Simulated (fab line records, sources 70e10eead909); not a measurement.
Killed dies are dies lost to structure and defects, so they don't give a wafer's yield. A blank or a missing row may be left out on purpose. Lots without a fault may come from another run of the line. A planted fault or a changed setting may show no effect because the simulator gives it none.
A struck lot beside a sound one | flow nand_harc | 26 steps out of a route of 1302
Sound: wafers L882.1, L882.2, L882.5. Struck: wafers L889.3, L889.5, L889.6. The cause comes at the end.
At each step with rows: each side's tool, then ch and its chambers, then its first start. Under that, the readings that differ: sound wafers | struck wafers | difference of the means | sigmas: that difference in standard deviations of wafers without a fault.
alike: readings whose means differ by less than 2 such deviations, and words and numbers that are the same on both sides. not compared: withheld readings, readings that some wafer has no value for, bounds like >300 that may hide the same value, and numbers for which the record gives no deviation and whose values overlap.
The two part at a step that has a row with sigmas, a row that says differs or no value, or rows on one side only. Numbers that don't overlap but have no deviation are shown without sigmas and don't part them. A reading that every wafer of one side lacks parts them only if that side has two wafers or more.

NHARC_P_ZERO_WELL_INSPECT_43:
  sound on defect_inspect-01, day 4 06:10; struck on defect_inspect-02, day 7 03:35
  alike: raw_defect_count
then, 11 steps without rows for these wafers: NHARC_P_STI_ETCH_26 (etches SiO2 in dHF, target depth 11 nm); NHARC_P_STI_PRECLEAN_27 (cleans in SC1); NHARC_P_STI_SRD_28; NHARC_P_STI_OXIDE_29 (material SiO2, target thk 10 nm, ox time 1362 s); NHARC_P_STI_HM_DEP_30 (deposits Si3N4, target thk 80 nm, time 873 s); NHARC_P_STI_DEHYDRATE_01 (time 120 s); NHARC_P_STI_HMDS_02 (time 30 s); NHARC_P_STI_COAT_41 (time 65 s); NHARC_P_STI_COAT_03 (resist thk 600 nm); NHARC_P_STI_SOFTBAKE_04 (time 70 s); NHARC_P_STI_EBR_05.
NHARC_P_STI_EXPOSE_06: exposes mask P STI, target cd 200 nm.
  sound on krf_scanner-04 ch 0, day 4 21:48; struck on krf_scanner-03 ch 0, day 7 18:30
  reading | sound                   | struck                           | difference | sigmas
  mask    | P_STI#0 P_STI#0 P_STI#0 | P_STI_R1#0 P_STI_R1#0 P_STI_R1#0 | differs    |
  alike: focus_offset_nm, stage_vel_mm_s
then, 2 steps without rows for these wafers: NHARC_P_STI_PEB_07 (peb time 80 s); NHARC_P_STI_DEVELOP_08 (time 50 s).
NHARC_P_STI_CD_MEAS_09: target cd 200 nm.
  sound on cd_sem-02 ch 0, day 4 21:57; struck on cd_sem-01 ch 0, day 7 18:39
  reading    | sound             | struck            | difference | sigmas
  cd_nm (nm) | 200.0 202.3 199.9 | 179.7 179.1 181.2 | -20.7      | -8
NHARC_P_STI_OVL_MEAS_10:
  sound on overlay-02, day 4 22:02; struck on overlay-02, day 7 18:44
  alike: overlay_x_nm, overlay_y_nm
NHARC_P_STI_INSPECT_11:
  sound on defect_inspect-01, day 4 22:04; struck on defect_inspect-01, day 7 18:46
  alike: raw_defect_count
then, 1 step without rows for these wafers: NHARC_P_STI_HARDBAKE_13 (time 65 s).
NHARC_P_STI_DESCUM_14: chemistry O2, time 3 s.
  sound on rie_diel-01 ch 0,1,2, day 4 22:14; struck on rie_diel-01 ch 0,2,3, day 7 18:55
  reading                | sound           | struck            | difference | sigmas
  model.P_STI.cd_nm (nm) | 200.3 202.4 200 | 179.3 179.4 181.2 | -20.9      |
  alike: drypump_motor_current_A, oes_product_au, rf_vpp_V, showerhead_plenum_p_Torr, throttle_valve_pct
  not compared: rf_hours_counter_h
NHARC_P_STI_ETCH_42: etches the open film in N2/H2, target depth 80 nm, overetch 24 nm, time 61 s.
  sound on rie_diel-01 ch 0,2, day 4 22:17; struck on rie_diel-01 ch 0,1,3, day 7 19:00
  alike: drypump_motor_current_A, oes_product_au, rf_vpp_V, showerhead_plenum_p_Torr, throttle_valve_pct
  not compared: rf_hours_counter_h
NHARC_P_STI_ETCH_31: etches the open film in CF4/CHF3, target depth 108.9 nm, time 54.5 s.
  sound on rie_diel-01 ch 0,2; struck on rie_diel-01 ch 0,1,2
  alike: drypump_motor_current_A, oes_product_au, rf_vpp_V, showerhead_plenum_p_Torr, throttle_valve_pct
  not compared: rf_hours_counter_h
NHARC_P_STI_ETCH_15: etches the open film in HBr/Cl2, target depth 300 nm, time 100.1 s.
  sound on rie_si-03 ch 0,3, day 4 22:29; struck on rie_si-05 ch 1,2, day 7 19:12
  reading                | sound             | struck          | difference | sigmas
  model.P_STI.cd_nm (nm) | 199.1 200.7 199.2 | 178.3 178 179.9 | -20.9      |
  alike: drypump_motor_current_A, oes_product_au, throttle_valve_pct
  not compared: rf_hours_counter_h
NHARC_P_STI_CD_MEAS_16:
  sound on cd_sem-03, day 4 22:39; struck on cd_sem-03, day 7 19:21
  reading    | sound             | struck            | difference | sigmas
  cd_nm (nm) | 199.0 201.0 199.2 | 178.4 177.7 179.8 | -21.1      | -8
NHARC_P_STI_OCD_MEAS_17:
  sound on ocd-01, day 4 22:44; struck on ocd-02, day 7 19:26
  reading                | sound             | struck            | difference | sigmas
  trench_depth_nm (nm)   | 296 297 299       | 311 303 312       | +11        | +2
  trench_foot_cd_nm (nm) | 158.8 160.6 158.2 | 136.4 136.9 137.4 | -22.3      | -8
then, 1 step without rows for these wafers: NHARC_P_STI_STRIP_19 (strips in SPM, time 900 s).

WHERE THEY PART
First at NHARC_P_STI_EXPOSE_06; last, within this record, at NHARC_P_STI_OCD_MEAS_17.

WHY: what the simulator had put in
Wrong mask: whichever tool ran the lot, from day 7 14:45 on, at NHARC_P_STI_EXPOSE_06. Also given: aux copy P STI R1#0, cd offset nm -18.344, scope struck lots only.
